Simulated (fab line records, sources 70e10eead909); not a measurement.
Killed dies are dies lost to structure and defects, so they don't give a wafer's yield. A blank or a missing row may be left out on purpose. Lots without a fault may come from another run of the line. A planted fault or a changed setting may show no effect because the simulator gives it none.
fab line records | flow nand_harc
record lots=12 wafers=36 last_day=33
route steps=1302 shown A_M0@1156 A_M1@1183 END@1302
lots that met no fault: from a run of the same line without faults
start_h: hours from the record's first day to the start of the lot's first wafer shown | wait_h: hours since the lot's step before | " the same as in the row above | L1.1+2: a row that stands for several wafers | - no value, or no start given | * or withheld: withheld | < > ~ a bound
route shown NAME@n: a module of which the file shows steps, and the number in the route of the first | usual: mean/standard deviation of fault-free wafers | same: alike in all rows | chamber/n: place in a boat | sites: the reading at each site | _std_site: their standard deviation | _edge_site: outer sites' mean less inner sites' | radius_mm: how far each site lies from the wafer's centre | mask NAME#n: copy n | behind: the tool/chamber that last shaped the wafer | hold: why the lot was held/for how many hours/how that ended | device: the transistor (n, p or np) that didn't switch | end of line: the same wafers' tests at the end of the route | a step without rows: its recipe alone | killed: dies lost to structure and defects at the first sort, not the wafer's yield | map: a wafer's dies, x killed, . not, _ none there
set.NAME: the setting as run; set.NAME@STEP: as run at that earlier step | model.NAME: the simulator's own value behind a step, which no gauge read
steps of the route over a sample of lots; a table a step, a row a wafer
services: from which hour (start_h, from the record's first day; less than 0 if before it) a tool's chamber was out of use, for how many hours, and why
## steps
# step NHARC_A_M0_DEGAS_28
# recipe temp_c=250 time_s=60
# usual heater_power_w=319/30
# columns lot.wafer tool chamber start_h wait_h heater_power_w
L536.2 pvd_sputter-01 - 534.15 - 308
L536.1 " - " " 369
L536.5 " - " " 285
L535.1 pvd_sputter-03 - 537.13 - 303
L535.4 " - " " 287
L535.6 " - " " 297
L537.3 pvd_sputter-01 - 554.75 - 363
L537.2 " - " " 288
L537.1 " - " " 304
L539.2 pvd_sputter-03 - 571.77 - 290
L539.6 " - " " 294
L539.5 " - " " 309
L546.4 pvd_sputter-01 - 642.35 - 309
L546.2 " - " " 288
L546.6 " - " " 307
L547.3 pvd_sputter-03 - 643.77 - 369
L547.4 " - " " 307
L547.6 " - " " 381
L552.3 pvd_sputter-01 - 674.72 - 366
L552.6 " - " " 311
L552.5 " - " " 362
L554.4 pvd_sputter-01 - 710.09 - 311
L554.1 " - " " 287
L554.6 " - " " 360
L553.1 pvd_sputter-03 - 719.49 - 302
L553.2 " - " " 373
L553.5 " - " " 301
L555.1 pvd_sputter-03 - 726.88 - 301
L555.2 " - " " 280
L555.5 " - " " 308
L558.1 pvd_sputter-01 - 738.97 - 299
L558.3 " - " " 307
L558.6 " - " " 291
L556.4 pvd_sputter-01 - 740.20 - 304
L556.1 " - " " 310
L556.5 " - " " 285
# step NHARC_A_M0_CMP_23
# recipe t_overpolish_s=20 target_thk_nm=113.75
# usual motor_current_A=12.0/0.68 time_to_endpoint_s=29.8/2.5
# columns lot.wafer tool chamber start_h wait_h motor_current_A time_to_endpoint_s
L536.1 cmp-03 1 535.41 - 11.0 26.2
L536.2 " 2 " " 11.7 27.5
L536.5 " 3 " " 11.0 29.6
L535.4 cmp-04 0 538.26 - 12.2 27.9
L535.1 " 1 " " 13.1 27.6
L535.6 " 3 " " 12.3 28.8
L537.2 cmp-04 0 555.84 - 12.9 25.2
L537.1 " 1 " " 13.3 28.8
L537.3 " 2 " " 13.0 27.0
L539.2 cmp-04 1 572.89 - 13.2 28.2
L539.5 " 0 " " 12.4 26.7
L539.6 " 1 " " 12.8 28.2
L546.2 cmp-03 2 643.51 - 10.9 31.8
L546.4 " 3 " " 11.7 32.9
L546.6 " 1 " " 11.6 28.5
L547.4 cmp-02 2 644.90 - 11.1 32.9
L547.3 " 3 " " 11.9 32.6
L547.6 " 0 " " 10.9 29.3
L552.3 cmp-02 3 675.92 - 12.5 31.1
L552.5 " 0 " " 11.3 28.7
L552.6 " 1 " " 12.5 26.2
L554.4 cmp-02 1 711.19 - 12.6 31.2
L554.1 " 0 " " 12.0 28.3
L554.6 " 1 " " 12.7 27.1
L553.2 cmp-02 3 720.60 - 12.3 31.2
L553.1 " 1 " " 12.7 26.4
L553.5 " 3 " " 11.9 29.6
L555.2 cmp-03 1 727.98 - 11.6 26.9
L555.1 " 3 " " 11.4 29.9
L555.5 " 0 " " 12.8 29.4
L558.3 cmp-04 2 740.03 - 12.6 31.0
L558.1 " 3 " " 11.8 31.4
L558.6 " 2 " " 12.8 28.9
L556.1 cmp-02 0 741.28 - 10.7 29.7
L556.4 " 1 " " 12.0 25.1
L556.5 " 1 " " 12.8 27.3
# step NHARC_A_M0_DEP_32
# recipe target_thk_a=300 temp_c=370 target_thk_nm=30 pressure_torr=3 flow_sccm=200 rf_w=450 material=SiCN
# usual heater_power_w=593/110
# columns lot.wafer tool chamber start_h wait_h heater_power_w
L536.1 pecvd-02 0 535.97 0.1 691
L536.2 " 2 " " 588
L536.5 " 2 " " 576
L535.1 pecvd-02 1 538.82 0.1 636
L535.4 " 1 " " 630
L535.6 " 2 " " 630
L537.3 pecvd-01 0 556.54 0.1 583
L537.2 " 1 " " 600
L537.1 " 2 " " 359
L539.2 pecvd-01 2 573.48 0.1 421
L539.5 " 2 " " 422
L539.6 " 1 " " 544
L546.2 pecvd-01 0 644.12 0.1 644
L546.4 " 2 " " 450
L546.6 " 0 " " 627
L547.3 pecvd-01 0 645.51 0.1 629
L547.4 " 0 " " 644
L547.6 " 1 " " 561
L552.3 pecvd-04 0 676.56 0.1 546
L552.5 " 1 " " 760
L552.6 " 2 " " 461
L554.1 pecvd-02 1 711.81 0.1 616
L554.6 " 2 " " 634
L554.4 " 0 " " 561
L553.2 pecvd-04 1 721.26 0.1 729
L553.1 " 2 " " 441
L553.5 " 2 " " 432
L555.2 pecvd-01 2 728.60 0.1 414
L555.1 " 1 " " 554
L555.5 " 1 " " 548
L558.1 pecvd-02 2 740.68 0.1 628
L558.3 " 0 " " 667
L558.6 " 1 " " 641
L556.1 pecvd-02 1 741.90 0.1 595
L556.5 " 2 " " 634
L556.4 " 0 " " 576
# step NHARC_A_M1_ETCH_35
# recipe target_depth_a=400 overetch_a=120 time_s=43.94 ion_energy_ev=200 n2_flow_sccm=150 h2_flow_sccm=150 ar_flow_sccm=0 rf_w=400 bias_w=150 chemistry=N2/H2
# usual drypump_motor_current_A=5.9/0.43 oes_product_au=0.997/0.011 rf_vpp_V=431.1/3 run_length_s=65.2/0.49 showerhead_plenum_p_Torr=2.06/0.11 throttle_valve_pct=14.170/0.0085
# columns lot.wafer tool chamber start_h wait_h drypump_motor_current_A oes_product_au rf_hours_counter_h rf_vpp_V run_length_s showerhead_plenum_p_Torr throttle_valve_pct
L536.1 rie_diel-05 0 537.47 0.1 6.5 1.013 9.0 428.4 66.3 1.95 14.168
L536.2 " 2 " " 5.7 0.990 8.0 432.4 65.4 2.10 14.152
L536.5 " 0 " " 6.5 1.009 - 428.4 65.7 1.95 14.167
L535.4 rie_diel-11 3 540.22 0.1 6.3 0.992 2.3 434.3 66.0 2.19 14.169
L535.1 " 0 " " 5.4 0.998 2.3 433.9 65.0 2.19 14.168
L535.6 " 3 " " 6.3 0.997 - 433.5 65.8 2.19 14.177
L537.3 rie_diel-08 1 557.91 0.1 5.3 0.981 0.4 428.5 65.9 1.94 14.171
L537.1 " 2 " " 6.0 1.001 0.7 429.5 65.8 2.04 14.159
L537.2 " 3 " " 5.8 1.007 0.7 432.9 65.3 2.15 14.167
L539.2 rie_diel-11 3 574.98 0.1 6.3 0.992 3.5 435.6 65.8 2.19 14.182
L539.6 " 0 " " 5.4 0.991 - 435.3 65.1 2.19 14.167
L539.5 " 3 " " 6.3 0.994 - 435.6 65.5 2.19 14.171
L546.2 rie_diel-05 1 645.48 0.1 5.2 0.994 2.9 432.3 64.7 2.14 14.154
L546.4 " 2 " " 5.8 1.007 3.5 432.6 65.3 2.10 14.164
L546.6 " 3 " " 6.4 1.004 - 428.1 53.8 1.97 14.179
L547.3 rie_diel-05 1 646.98 0.1 5.2 1.004 3.0 433.5 64.7 2.14 14.184
L547.4 " 2 " " 5.8 0.998 3.5 432.5 64.6 2.10 14.164
L547.6 " 1 " " 5.2 1.003 - 433.9 53.9 2.14 14.167
L552.3 rie_diel-08 2 678.06 0.1 6.0 0.977 7.1 430.5 65.0 2.04 14.177
L552.6 " 2 " " 6.0 0.990 - 430.2 65.7 2.04 14.159
L552.5 " 3 " " 5.9 0.996 - 434.4 65.5 2.14 14.153
L554.4 rie_diel-11 0 713.32 0.1 5.4 0.992 2.9 433.7 65.2 2.19 14.155
L554.1 " 1 " " 6.0 0.989 3.0 429.7 64.4 2.02 14.171
L554.6 " 3 " " 6.3 0.993 - 434.8 65.5 2.19 14.167
L553.1 rie_diel-05 0 722.61 0.1 6.6 0.978 8.3 427.4 65.6 1.94 14.183
L553.2 " 2 " " 5.7 1.018 7.2 431.5 65.0 2.10 14.170
L553.5 " 0 " " 6.6 0.987 - 427.4 66.1 1.94 14.178
L555.2 rie_diel-11 0 730.11 0.1 5.4 1.004 3.4 434.2 64.7 2.19 14.169
L555.1 " 3 " " 6.3 1.019 3.4 434.8 65.4 2.19 14.175
L555.5 " 0 " " 5.4 0.990 - 433.6 64.9 2.19 14.182
L558.1 rie_diel-11 3 742.19 0.1 6.3 1.014 3.5 434.2 65.9 2.19 14.173
L558.3 " 2 " " 5.9 1.003 3.7 425.7 65.1 1.90 14.160
L558.6 " 3 " " 6.3 1.017 - 434.1 65.4 2.19 14.169
L556.1 rie_diel-08 2 743.42 0.1 6.0 0.988 0.3 431.7 65.5 2.03 14.182
L556.4 " 3 " " 5.8 0.987 0.4 433.9 65.2 2.14 14.187
L556.5 " 2 " " 6.0 0.993 - 430.2 65.0 2.04 14.185
# step NHARC_END_SORT_01
# recipe temp_c=25
# usual defect_limited_yield=92.3/2.7 killed_at_array=47/18 killed_at_other=0.9/1.1 killed_at_periphery=4/3.1 killed_dies=52/18 killed_open=3.1/1.5 killed_short=2.4/1.5 sort_bin_2_pct=2.7/1.2 sort_bin_3_pct=0.6/0.38 sort_bin_4_pct=4.5/1.5 sort_n_pass=625/18 sort_rim_yield_pct=89/4.5 sort_yield_pct=92.3/2.7
# same gross_dies=677 sort_bin_5_pct[%]=0 sort_bin_6_pct[%]=0 sort_bin_7_pct[%]=0 sort_bin_8_pct[%]=0 sort_rim_n_gross=106.00
# columns lot.wafer tool chamber start_h wait_h defect_limited_yield[%] killed_at_array killed_at_other killed_at_periphery killed_dies killed_open killed_short sort_bin_2_pct[%] sort_bin_3_pct[%] sort_bin_4_pct[%] sort_n_pass sort_rim_yield_pct[%] sort_yield_pct[%]
L536.1 prober-01 0 568.86 2.5 89.8 67 1 1 69 3 2 3.5 0.4 6.2 608 94 89.8
L536.2 prober-01 0 569.66 2.8 94.7 35 1 0 36 2 1 1.5 0.3 3.5 641 88 94.7
L536.5 prober-01 0 572.08 3.7 93.6 41 0 2 43 2 1 2.2 0.3 3.8 634 90 93.6
L535.1 prober-02 0 576.57 2.5 92.5 43 0 8 51 5 3 2.4 0.6 4.6 626 84 92.5
L535.4 prober-02 0 578.93 3.4 93.4 38 1 6 45 5 2 2.7 0.4 3.5 632 92 93.4
L535.6 prober-02 0 580.51 3.9 93.4 37 1 7 45 4 2 2.2 0.3 4.1 632 93 93.4
L537.1 prober-01 0 592.09 2.5 95.6 28 0 2 30 2 3 1.8 0.3 2.4 647 90 95.6
L537.2 prober-01 0 592.89 2.8 96.3 18 2 5 25 3 1 1.3 0.1 2.2 652 95 96.3
L537.3 prober-01 0 593.70 3.1 96.2 24 0 2 26 6 2 1.3 0.3 2.2 651 93 96.2
L539.2 prober-02 0 612.73 2.8 95.9 26 0 2 28 2 3 1.0 0.4 2.7 649 95 95.9
L539.5 prober-02 0 615.11 3.7 94.5 35 0 2 37 6 3 1.5 0.4 3.5 640 92 94.5
L539.6 prober-02 0 615.90 4.0 96.0 24 0 3 27 1 1 1.2 0 2.8 650 94 96.0
L546.2 prober-01 0 686.02 2.8 95.7 26 2 1 29 0 2 1.5 0 2.8 648 96 95.7
L546.4 prober-01 0 687.63 3.4 94.8 29 1 5 35 6 2 2.2 0.1 2.8 642 89 94.8
L546.6 prober-01 0 689.23 4.0 93.5 42 1 1 44 5 4 2.2 0.3 4.0 633 91 93.5
L547.3 prober-02 0 686.86 3.1 92.3 49 0 3 52 2 4 2.2 0.6 4.9 625 86 92.3
L547.4 prober-02 0 687.67 3.4 92.2 51 0 2 53 4 5 2.1 0.6 5.2 624 85 92.2
L547.6 prober-02 0 689.27 4.0 92.2 52 0 1 53 6 2 2.5 0.6 4.7 624 88 92.2
L552.3 prober-02 0 721.01 3.1 92.9 48 0 0 48 2 2 2.4 0.6 4.1 629 83 92.9
L552.5 prober-02 0 722.62 3.7 92.0 51 2 1 54 3 1 3.4 0.9 3.7 623 84 92.0
L552.6 prober-02 0 723.42 4.0 89.2 71 0 2 73 2 3 3.5 0.7 6.5 604 92 89.2
L554.1 prober-01 0 750.10 2.5 93.1 44 2 1 47 0 2 2.7 0.6 3.7 630 89 93.1
L554.4 prober-01 0 752.50 3.4 92.3 50 0 2 52 3 4 2.2 0.3 5.2 625 90 92.3
L554.6 prober-01 0 754.10 4.0 91.3 57 0 2 59 5 1 3.4 0.7 4.6 618 91 91.3
L553.1 prober-01 0 763.86 2.5 90.3 65 0 1 66 3 1 4.1 0.9 4.7 611 83 90.3
L553.2 prober-01 0 764.67 2.8 90.3 64 1 1 66 2 3 3.2 1.2 5.3 611 80 90.3
L553.5 prober-01 0 767.08 3.7 91.0 56 2 3 61 2 4 4.1 0.6 4.3 616 81 91.0
L555.1 prober-02 0 774.18 2.5 91.9 46 1 8 55 3 1 2.8 0.4 4.9 622 89 91.9
L555.2 prober-02 0 774.97 2.8 92.0 49 4 1 54 6 2 4.3 0.6 3.1 623 90 92.0
L555.5 prober-02 0 777.34 3.7 91.0 54 2 5 61 4 1 3.5 0.9 4.6 616 86 91.0
L556.1 prober-01 0 780.28 2.5 93.8 36 1 5 42 2 1 1.8 0.4 4.0 635 96 93.8
L556.4 prober-01 0 782.66 3.4 95.6 26 0 4 30 2 1 0.9 0.4 3.1 647 95 95.6
L556.5 prober-01 0 783.46 3.7 96.0 24 0 3 27 4 4 1.6 0.1 2.2 650 93 96.0
L558.1 prober-02 0 781.94 2.5 90.1 59 4 4 67 4 1 4.4 0.4 5.0 610 84 90.1
L558.3 prober-02 0 783.53 3.1 93.1 43 1 3 47 3 1 3.0 0.3 3.7 630 92 93.1
L558.6 prober-02 0 785.90 4.0 91.3 54 3 2 59 4 2 2.7 0.9 5.2 618 84 91.3
# killed by level:class
L536.1 A_CHANNEL_HOLE_D1:chamber_film_flake=36 A_CHANNEL_HOLE_D2:chamber_film_flake=13 A_STAIRCASE:chamber_film_flake=5 A_BLC:geometric_particle:open=3 A_DECK1_JOINT:chamber_film_flake=3 A_CONTACT:chamber_film_flake=3 A_M0:chamber_film_flake=2 A_CHANNEL_FILL_D1:geometric_particle:short=1
L536.2 A_CHANNEL_HOLE_D1:chamber_film_flake=26 A_CHANNEL_HOLE_D2:chamber_film_flake=3 A_CHANNEL_FILL_D2:geometric_particle:open=1 A_WL_FILL:geometric_particle:short=1 A_M1:geometric_particle:open=1 A_DECK1_JOINT:chamber_film_flake=1 A_STAIRCASE:chamber_film_flake=1 A_CONTACT:chamber_film_flake=1
L536.5 A_CHANNEL_HOLE_D1:chamber_film_flake=25 A_CONTACT:chamber_film_flake=5 A_CHANNEL_HOLE_D2:chamber_film_flake=4 A_STAIRCASE:chamber_film_flake=3 P_CONTACT:geometric_particle:open=1 A_DECK1_JOINT:geometric_particle:short=1 A_SGD_CUT:geometric_particle:open=1 P_STI:chamber_film_flake=1
L535.1 A_SLIT:chamber_film_flake=22 P_CONTACT:chamber_film_flake=5 A_CONTACT:chamber_film_flake=5 A_CHANNEL_HOLE_D2:chamber_film_flake=4 A_WL_FILL:chamber_film_flake=2 A_M0:chamber_film_flake=2 P_STI:geometric_particle:open=1 P_CONTACT:geometric_particle:short=1
L535.4 A_SLIT:chamber_film_flake=14 A_CHANNEL_HOLE_D2:chamber_film_flake=8 A_STAIRCASE:chamber_film_flake=8 P_CONTACT:chamber_film_flake=4 A_CHANNEL_FILL_D1:geometric_particle:short=2 A_CHANNEL_FILL_D1:geometric_particle:open=2 P_CONTACT:geometric_particle:open=1 A_CHANNEL_FILL_D2:geometric_particle:open=1
L535.6 A_SLIT:chamber_film_flake=17 A_STAIRCASE:chamber_film_flake=7 A_WL_FILL:chamber_film_flake=4 P_GATE:chamber_film_flake=2 P_CONTACT:chamber_film_flake=2 A_CHANNEL_HOLE_D2:chamber_film_flake=2 A_M0:chamber_film_flake=2 P_M0:geometric_particle:open=1
L537.1 A_CHANNEL_HOLE_D2:chamber_film_flake=12 A_CONTACT:chamber_film_flake=3 A_M1:chamber_film_flake=3 A_DECK1_JOINT:geometric_particle:short=2 A_CHANNEL_HOLE_D1:chamber_film_flake=2 A_STAIRCASE:chamber_film_flake=2 P_CONTACT:geometric_particle:open=1 A_DECK1_JOINT:geometric_particle:open=1
L537.2 A_CHANNEL_HOLE_D2:chamber_film_flake=5 A_CONTACT:chamber_film_flake=5 P_CONTACT:chamber_film_flake=2 P_M2:chamber_film_flake=2 A_STAIRCASE:chamber_film_flake=2 A_SGD_CUT:chamber_film_flake=2 P_M1:geometric_particle:open=1 A_CHANNEL_FILL_D2:geometric_particle:open=1
L537.3 A_CHANNEL_HOLE_D2:chamber_film_flake=9 A_CONTACT:chamber_film_flake=3 A_M0:geometric_particle:open=2 A_STAIRCASE:chamber_film_flake=2 A_CHANNEL_HOLE_D1:geometric_particle:short=1 A_DECK1_JOINT:geometric_particle:open=1 A_ONON_D2:geometric_particle:open=1 A_CHANNEL_FILL_D2:geometric_particle:short=1
L539.2 A_CHANNEL_HOLE_D2:chamber_film_flake=11 A_CONTACT:chamber_film_flake=7 A_CHANNEL_FILL_D1:geometric_particle:open=1 A_CHANNEL_FILL_D1:geometric_particle:short=1 A_CHANNEL_HOLE_D2:geometric_particle:short=1 A_SGD_CUT:geometric_particle:open=1 A_M0:geometric_particle:short=1 P_STI:chamber_film_flake=1
L539.5 A_CHANNEL_HOLE_D2:chamber_film_flake=15 A_CONTACT:chamber_film_flake=6 A_CHANNEL_HOLE_D1:chamber_film_flake=4 A_DECK1_JOINT:geometric_particle:short=2 A_BLC:geometric_particle:open=2 A_M0:geometric_particle:open=2 P_M0:geometric_particle:open=1 A_ONON_D2:geometric_particle:open=1
L539.6 A_CHANNEL_HOLE_D2:chamber_film_flake=10 A_CHANNEL_HOLE_D1:chamber_film_flake=4 P_STI:chamber_film_flake=3 A_WL_FILL:chamber_film_flake=3 A_CONTACT:chamber_film_flake=2 A_ONON_D2:geometric_particle:open=1 A_BLC:geometric_particle:short=1 A_CHANNEL_FILL_D1:chamber_film_flake=1
L546.2 A_CHANNEL_HOLE_D1:chamber_film_flake=9 A_CHANNEL_HOLE_D2:chamber_film_flake=8 A_SLIT:chamber_film_flake=2 A_CONTACT:chamber_film_flake=2 A_M1:geometric_particle:short=1 P_M0:chamber_film_flake=1 STARTING-WAFER:geometric_particle:short=1 A_CHANNEL_FILL_D1:chamber_film_flake=1
L547.3 A_CHANNEL_HOLE_D2:chamber_film_flake=22 A_CHANNEL_HOLE_D1:chamber_film_flake=13 A_CONTACT:chamber_film_flake=4 P_STI:chamber_film_flake=2 P_CONTACT:geometric_particle:open=1 A_SOURCE_PLATE:geometric_particle:short=1 A_ONON_D1:geometric_particle:short=1 A_CHANNEL_FILL_D2:geometric_particle:open=1
L546.4 A_CHANNEL_HOLE_D2:chamber_film_flake=8 A_CHANNEL_HOLE_D1:chamber_film_flake=7 A_CONTACT:chamber_film_flake=6 P_M1:geometric_particle:open=2 P_GATE:geometric_particle:open=1 P_M0:geometric_particle:open=1 A_CHANNEL_FILL_D1:geometric_particle:open=1 A_CHANNEL_FILL_D2:geometric_particle:short=1
L547.4 A_CHANNEL_HOLE_D2:chamber_film_flake=20 A_CHANNEL_HOLE_D1:chamber_film_flake=14 A_CHANNEL_FILL_D2:chamber_film_flake=3 A_SGD_CUT:geometric_particle:short=2 A_DECK1_JOINT:chamber_film_flake=2 A_SLIT:chamber_film_flake=2 A_CONTACT:chamber_film_flake=2 P_M0:geometric_particle:open=1
L546.6 A_CHANNEL_HOLE_D2:chamber_film_flake=17 A_CHANNEL_HOLE_D1:chamber_film_flake=7 A_STAIRCASE:chamber_film_flake=3 A_CHANNEL_FILL_D2:geometric_particle:short=2 A_CONTACT:geometric_particle:open=2 A_DECK1_JOINT:chamber_film_flake=2 A_M0:chamber_film_flake=2 P_M0:geometric_particle:open=1
L547.6 A_CHANNEL_HOLE_D2:chamber_film_flake=16 A_CHANNEL_HOLE_D1:chamber_film_flake=14 A_CONTACT:chamber_film_flake=6 A_STAIRCASE:chamber_film_flake=4 A_DECK1_JOINT:geometric_particle:open=2 A_WL_FILL:chamber_film_flake=2 A_ONON_D1:geometric_particle:short=1 A_ONON_D1:geometric_particle:open=1
L552.3 A_SLIT:chamber_film_flake=20 A_CHANNEL_HOLE_D1:chamber_film_flake=14 A_CONTACT:chamber_film_flake=6 A_STAIRCASE:chamber_film_flake=3 A_CHANNEL_FILL_D1:geometric_particle:open=2 A_ONON_D1:geometric_particle:short=1 A_WL_FILL:geometric_particle:short=1 A_DECK1_JOINT:chamber_film_flake=1
L552.5 A_SLIT:chamber_film_flake=25 A_CHANNEL_HOLE_D1:chamber_film_flake=17 A_DECK1_JOINT:chamber_film_flake=2 A_WL_FILL:chamber_film_flake=2 A_CONTACT:chamber_film_flake=2 A_CONTACT:geometric_particle:open=1 A_BLC:geometric_particle:open=1 P_ZERO_WELL:chamber_film_flake=1
L552.6 A_CHANNEL_HOLE_D1:chamber_film_flake=34 A_SLIT:chamber_film_flake=22 A_STAIRCASE:chamber_film_flake=3 A_CONTACT:chamber_film_flake=3 A_WL_FILL:chamber_film_flake=2 A_SOURCE_PLATE:geometric_particle:short=1 A_ONON_D1:geometric_particle:short=1 A_ONON_D2:geometric_particle:short=1
L554.1 A_CHANNEL_HOLE_D2:chamber_film_flake=19 A_CHANNEL_HOLE_D1:chamber_film_flake=7 A_STAIRCASE:chamber_film_flake=6 A_WL_FILL:chamber_film_flake=5 A_SLIT:chamber_film_flake=2 A_CONTACT:chamber_film_flake=2 A_M0:chamber_film_flake=2 THIN_TSV:chamber_film_flake=2
L554.4 A_CHANNEL_HOLE_D2:chamber_film_flake=14 A_CHANNEL_HOLE_D1:chamber_film_flake=7 A_SLIT:chamber_film_flake=7 A_M0:chamber_film_flake=7 A_WL_FILL:chamber_film_flake=4 A_STAIRCASE:chamber_film_flake=3 P_GATE:geometric_particle:short=1 A_SOURCE_PLATE:geometric_particle:open=1
L554.6 A_CHANNEL_HOLE_D2:chamber_film_flake=23 A_CHANNEL_HOLE_D1:chamber_film_flake=8 A_STAIRCASE:chamber_film_flake=6 A_SLIT:chamber_film_flake=6 A_M0:chamber_film_flake=5 A_WL_FILL:chamber_film_flake=2 P_M0:geometric_particle:open=1 A_SOURCE_PLATE:geometric_particle:open=1
L553.1 A_SLIT:chamber_film_flake=23 A_CHANNEL_HOLE_D2:chamber_film_flake=20 A_CONTACT:chamber_film_flake=11 A_CHANNEL_HOLE_D1:chamber_film_flake=3 P_M0:geometric_particle:open=1 A_DECK1_JOINT:geometric_particle:open=1 A_CHANNEL_FILL_D2:geometric_particle:open=1 A_BLC:geometric_particle:short=1
L553.2 A_SLIT:chamber_film_flake=21 A_CHANNEL_HOLE_D2:chamber_film_flake=17 A_CHANNEL_HOLE_D1:chamber_film_flake=8 A_CONTACT:chamber_film_flake=8 A_M0:geometric_particle:short=2 A_CHANNEL_FILL_D1:chamber_film_flake=2 A_STAIRCASE:chamber_film_flake=2 P_M0:geometric_particle:open=1
L553.5 A_CHANNEL_HOLE_D2:chamber_film_flake=17 A_SLIT:chamber_film_flake=12 A_CHANNEL_HOLE_D1:chamber_film_flake=11 A_CONTACT:chamber_film_flake=4 A_WL_FILL:geometric_particle:short=2 A_STAIRCASE:chamber_film_flake=2 A_SGD_CUT:chamber_film_flake=2 THIN_TSV:chamber_film_flake=2
L555.1 A_SLIT:chamber_film_flake=23 A_CHANNEL_HOLE_D1:chamber_film_flake=5 A_STAIRCASE:chamber_film_flake=5 A_CONTACT:chamber_film_flake=3 P_ZERO_WELL:chamber_film_flake=2 P_M2:chamber_film_flake=2 A_ZERO_WELL:chamber_film_flake=2 A_SGD_CUT:chamber_film_flake=2
L555.2 A_SLIT:chamber_film_flake=23 A_STAIRCASE:chamber_film_flake=6 A_CHANNEL_HOLE_D1:chamber_film_flake=5 A_CHANNEL_HOLE_D2:chamber_film_flake=4 THIN_TSV:chamber_film_flake=3 A_CHANNEL_FILL_D1:geometric_particle:open=2 A_WL_FILL:chamber_film_flake=2 P_M0:geometric_particle:open=1
L555.5 A_SLIT:chamber_film_flake=17 A_CHANNEL_HOLE_D1:chamber_film_flake=13 A_CHANNEL_HOLE_D2:chamber_film_flake=5 A_STAIRCASE:chamber_film_flake=4 A_SGD_CUT:chamber_film_flake=4 A_ZERO_WELL:chamber_film_flake=3 P_M2:chamber_film_flake=2 A_CHANNEL_FILL_D1:chamber_film_flake=2
L556.1 A_CONTACT:chamber_film_flake=13 A_SLIT:chamber_film_flake=10 A_CHANNEL_FILL_D1:chamber_film_flake=7 A_CHANNEL_HOLE_D2:chamber_film_flake=2 P_CONTACT:geometric_particle:open=1 P_M0:geometric_particle:short=1 A_M0:geometric_particle:open=1 P_STI:chamber_film_flake=1
L558.1 A_SLIT:chamber_film_flake=24 A_CHANNEL_HOLE_D2:chamber_film_flake=23 A_CONTACT:chamber_film_flake=4 THIN_TSV:chamber_film_flake=4 P_CONTACT:geometric_particle:open=1 P_M0:geometric_particle:open=1 A_CHANNEL_HOLE_D1:geometric_particle:open=1 A_WL_FILL:geometric_particle:short=1
L556.4 A_SLIT:chamber_film_flake=8 A_CONTACT:chamber_film_flake=6 A_CHANNEL_HOLE_D1:chamber_film_flake=3 A_CHANNEL_FILL_D1:chamber_film_flake=2 P_GATE:geometric_particle:open=1 A_DECK1_JOINT:geometric_particle:short=1 A_CHANNEL_FILL_D2:geometric_particle:open=1 P_STI:chamber_film_flake=1
L556.5 A_CONTACT:chamber_film_flake=6 A_SLIT:chamber_film_flake=4 A_DECK1_JOINT:geometric_particle:open=2 A_CHANNEL_HOLE_D1:chamber_film_flake=2 P_STI:geometric_particle:open=1 P_CONTACT:geometric_particle:open=1 A_CHANNEL_HOLE_D1:geometric_particle:short=1 A_CHANNEL_FILL_D1:geometric_particle:short=1
L558.3 A_SLIT:chamber_film_flake=20 A_CHANNEL_HOLE_D2:chamber_film_flake=13 A_CONTACT:chamber_film_flake=3 P_ZERO_WELL:chamber_film_flake=2 A_CHANNEL_FILL_D1:chamber_film_flake=2 A_SOURCE_PLATE:geometric_particle:open=1 A_CHANNEL_FILL_D1:geometric_particle:open=1 A_DECK1_JOINT:geometric_particle:short=1
L558.6 A_SLIT:chamber_film_flake=23 A_CHANNEL_HOLE_D2:chamber_film_flake=18 A_CONTACT:chamber_film_flake=6 THIN_TSV:chamber_film_flake=3 A_ONON_D2:geometric_particle:open=2 A_BONDPAD:chamber_film_flake=2 P_STI:geometric_particle:short=1 A_CHANNEL_HOLE_D1:geometric_particle:short=1
## services
# columns tool chamber start_h hours kind
cmp-04 - 512.11 4.0 pm
rie_diel-11 1 513.27 7.8 repair
cmp-02 - 517.30 2.3 repair
cmp-04 - 525.35 3.0 repair
pvd_sputter-03 - 526.08 10.0 pm
cmp-02 - 528.05 4.0 pm
rie_diel-05 2 569.75 7.2 repair
pvd_sputter-01 - 582.00 10.0 pm
rie_diel-05 - 583.60 9.0 pm
pecvd-02 - 589.20 13.0 pm
cmp-04 - 600.14 1.1 repair
pecvd-02 - 609.10 0.8 repair
rie_diel-11 - 609.50 9.0 pm
cmp-04 - 610.11 4.0 pm
rie_diel-11 3 621.92 5.1 repair
cmp-02 - 626.05 4.0 pm
cmp-02 - 631.80 1.5 repair
rie_diel-11 1 634.95 1.9 repair
cmp-04 - 661.17 1.6 repair
pecvd-01 - 673.04 13.0 pm
pvd_sputter-03 - 704.08 10.0 pm
pecvd-02 0 715.13 4.7 repair
cmp-02 - 721.51 1.6 repair
cmp-02 - 724.05 4.0 pm
## key
first_sign step=NHARC_A_M1_ETCH_35 reading=run_length_s direction=down sigmas=23 usual=* struck=*
effect none on later readings
met_at NHARC_A_M1_ETCH_35
struck_lots L546,L547
struck_wafers L546.6,L547.6
not_acting_at NHARC_A_M0_DEGAS_28,NHARC_A_M0_CMP_23,NHARC_A_M0_DEP_32
onset_between 537.47 645.48
fault kind=process_parameter_drift tool=rie_diel-05 chamber=- onset_h=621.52 steps=NHARC_A_M1_ETCH_35 channel=time_s offset=* shape=step end_h=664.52 scope=struck_wafers_only acts_in=* stated=*
